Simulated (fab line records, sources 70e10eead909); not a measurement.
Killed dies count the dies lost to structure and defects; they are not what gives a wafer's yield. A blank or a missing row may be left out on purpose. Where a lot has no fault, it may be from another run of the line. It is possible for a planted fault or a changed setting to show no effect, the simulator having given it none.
Matching of chambers + flow nand-harc + NHARC_A_CHANNEL_HOLE_D1_ETCH_44 on rie-diel-09: 4 sister chambers
The step etches the open film in CF4/O2, target depth 140 nm, overetch 14 nm, time 77 s. 16 wafers are shown with their chamber, then 8 later ones without.

WAFERS, EACH WITH ITS CHAMBER
| wafer  | chamber | drypump-motor-current-A (A) | showerhead-plenum-p-Torr (Torr) | oes-product-au (a.u.) |
|--------|---------|-----------------------------|---------------------------------|-----------------------|
| L203.2 | 0       | 5.7                         | 1.38                            | 0.993                 |
| L203.3 | 2       | 5.7                         | 1.41                            | 0.992                 |
| L203.5 | 3       | 4.8                         | 1.33                            | 0.972                 |
| L206.2 | 0       | 5.6                         | 1.38                            | 0.997                 |
| L206.4 | 3       | 4.8                         | 1.33                            | 0.976                 |
| L206.6 | 0       | 5.6                         | 1.38                            | 1.004                 |
| L207.3 | 0       | 5.6                         | 1.38                            | 0.998                 |
| L207.4 | 1       | 6.3                         | 1.40                            | 1.004                 |
| L207.5 | 1       | 6.3                         | 1.40                            | 1.003                 |
| L208.2 | 1       | 6.2                         | 1.40                            | 1.002                 |
| L208.4 | 2       | 5.7                         | 1.40                            | 0.987                 |
| L208.6 | 3       | 4.9                         | 1.33                            | 0.978                 |
| L214.2 | 1       | 6.3                         | 1.39                            | 1.001                 |
| L214.4 | 0       | 5.7                         | 1.38                            | 1.007                 |
| L214.6 | 0       | 5.6                         | 1.38                            | 0.997                 |
| L216.1 | 0       | 5.7                         | 1.38                            | 0.997                 |

SIGNATURES, as means of the wafers listed above
| reading                  | chamber 0 | chamber 1 | chamber 2 | chamber 3 | scatter within a chamber |
|--------------------------|-----------|-----------|-----------|-----------|--------------------------|
| drypump-motor-current-A  | 5.643     | 6.275     | 5.700     | 4.833     | 0.0511                   |
| showerhead-plenum-p-Torr | 1.3800    | 1.3975    | 1.4050    | 1.3300    | 0.00323                  |
| oes-product-au           | 0.99900   | 1.00250   | 0.98950   | 0.97533   | 0.00381                  |
Rule: distance of a wafer from a chamber = root of the sum over the readings of ((wafer's reading minus chamber's mean) / reading's scatter) squared. If the next closest chamber is less than 2 further off than the closest, the wafer can't be placed; otherwise it belongs to the closest. How the scatter is found: for the shown wafers, subtract from each reading the mean of its chamber, square and add these, divide the total by (wafers less chambers), then take the root.

WAFERS MISSING THEIR CHAMBER
| wafer  | drypump-motor-current-A (A) | showerhead-plenum-p-Torr (Torr) | oes-product-au (a.u.) |
|--------|-----------------------------|---------------------------------|-----------------------|
| L216.2 | 4.8                         | 1.33                            | 0.974                 |
| L216.4 | 5.8                         | 1.40                            | 0.984                 |
| L217.1 | 5.6                         | 1.38                            | 1.016                 |
| L217.2 | 6.3                         | 1.40                            | 1.005                 |
| L217.6 | 5.6                         | 1.38                            | 1.011                 |
| L219.3 | 5.7                         | 1.40                            | 1.005                 |
| L219.4 | 5.6                         | 1.38                            | 1.005                 |
| L219.5 | 5.6                         | 1.38                            | 1.027                 |

CHAMBER TAKEN BY EACH
| wafer  | from the rows above | in truth |
|--------|---------------------|----------|
| L216.2 | 3                   | 3        |
| L216.4 | 2                   | 2        |
| L217.1 | 0                   | 0        |
| L217.2 | 1                   | 1        |
| L217.6 | 0                   | 0        |
| L219.3 | 2                   | 2        |
| L219.4 | 0                   | 0        |
| L219.5 | 0                   | 0        |
Placed correctly: 8 of 8. From these rows, 0 cannot be placed. 0 placed wrongly.
